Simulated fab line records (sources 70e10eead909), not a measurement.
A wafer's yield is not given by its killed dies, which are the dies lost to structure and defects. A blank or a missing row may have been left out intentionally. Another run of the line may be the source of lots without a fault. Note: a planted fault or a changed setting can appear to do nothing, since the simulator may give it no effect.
Which tool is to blame?    flow nand-harc    11 lots, 33 wafers sampled, at 5 steps of a route of 1302

WHAT EACH GAUGE READ, for each wafer
NHARC_END_SORT_01.
lot   measured      on         killed-at-array
L832  day 32 04:25  prober-01  91 84 655
L833  day 32 04:25  prober-02  61 58 654

WHAT TOOL EACH LOT RAN ON (gives the tool, then ch and the chambers of the sampled wafers, and finally the start)
lot   NHARC_A_CONTACT_ETCH_97                        NHARC_A_CONTACT_STRIP_82                       NHARC_A_CONTACT_ETCH_31             NHARC_A_CONTACT_ETCH_138
L815  rie-diel-02 ch 0,2, day 22 18:22 or earlier    rie-diel-06 ch 2,3, day 22 18:22 or earlier    rie-diel-06 ch 0,2,3, day 22 18:22  har-cap-etch-03 ch 0, day 22 19:58
L817  rie-diel-09 ch 0,1,2, day 22 22:11 or earlier  rie-diel-02 ch 1,2,3, day 22 22:11 or earlier  rie-diel-02 ch 0,1,3, day 22 22:11  har-cap-etch-01 ch 0,1, day 22 23:43
L816  rie-diel-02 ch 1,2,3, day 22 23:14 or earlier  rie-diel-02 ch 0,1,3, day 22 23:14 or earlier  rie-diel-06 ch 0,1,3, day 22 23:14  har-cap-etch-02 ch 0,1, day 23 00:49
L818  rie-diel-06 ch 0,1, day 24 10:04 or earlier    rie-diel-06 ch 0,1,3, day 24 10:04 or earlier  rie-diel-02 ch 1,2,3, day 24 10:04  har-cap-etch-03 ch 0,1, day 24 11:37
L821  rie-diel-06 ch 0,1,3, day 24 03:31             rie-diel-06 ch 0,1,3, day 24 14:16 or earlier  rie-diel-06 ch 0,2, day 24 14:16    har-cap-etch-03 ch 0,1, day 24 15:52
L822  rie-diel-02 ch 0,1,3, day 25 16:13 or earlier  rie-diel-06 ch 1,2, day 25 16:13 or earlier    rie-diel-06 ch 0,2,3, day 25 16:13  har-cap-etch-02 ch 0, day 25 17:42
L827  rie-diel-06 ch 0,2,3, day 27 15:28 or earlier  rie-diel-06 ch 0,1,2, day 27 15:28 or earlier  rie-diel-06 ch 1,2,3, day 27 15:28  har-cap-etch-01 ch 0,1, day 27 17:00
L832  rie-diel-06 ch 2,3, day 29 22:30 or earlier    rie-diel-09 ch 0,1,2, day 29 22:30 or earlier  rie-diel-02 ch 0,1,2, day 29 22:30  har-cap-etch-02 ch 0,1, day 30 00:05
L833  rie-diel-06 ch 2,3, day 29 23:48 or earlier    rie-diel-09 ch 0,1, day 29 23:48 or earlier    rie-diel-02 ch 0,3, day 29 23:48    har-cap-etch-03 ch 0,1, day 30 01:51
L835  rie-diel-02 ch 0,1,3, day 30 16:10 or earlier  rie-diel-02 ch 1,2,3, day 30 16:10 or earlier  rie-diel-09 ch 0,2, day 30 16:10    har-cap-etch-02 ch 0,1, day 30 17:46
L838  rie-diel-02 ch 0,2,3, day 31 19:15 or earlier  rie-diel-06 ch 0,1,2, day 31 19:15 or earlier  rie-diel-06 ch 0,1,3, day 31 19:15  har-cap-etch-01 ch 0,1, day 31 20:47
- NHARC_A_CONTACT_ETCH_97: etches the open film in C4F6/O2, target depth 20 nm, time 10 s.
- NHARC_A_CONTACT_STRIP_82: strips in O2.
- NHARC_A_CONTACT_ETCH_31: etches the open film in O2/COS, target depth 2800 nm, time 728 s.
- NHARC_A_CONTACT_ETCH_138: etches the open film in C4F8/O2/Ar, time 311 s, target depth 1914 nm.

THE ANSWER, worked out from the rows above alone
Rule: what is usual is taken from the lots themselves. The widest of any qualifying gaps counts: lots, ordered by their means at a reading, are off when they make up no more than a third of the lots, leave a main group of 4 or more, and stand apart from it by 3 or more times the standard deviation of that group's means. A main group whose means are all the same, to the digits that the tables above print for the reading, isn't used. Also off: a lot with no number at a reading for which 4 or more lots have one. All remaining lots with rows at the step are treated as sound.
Nothing can be told from this: no lot is off at any reading shown.

WHAT THE SIMULATOR HAD INSERTED
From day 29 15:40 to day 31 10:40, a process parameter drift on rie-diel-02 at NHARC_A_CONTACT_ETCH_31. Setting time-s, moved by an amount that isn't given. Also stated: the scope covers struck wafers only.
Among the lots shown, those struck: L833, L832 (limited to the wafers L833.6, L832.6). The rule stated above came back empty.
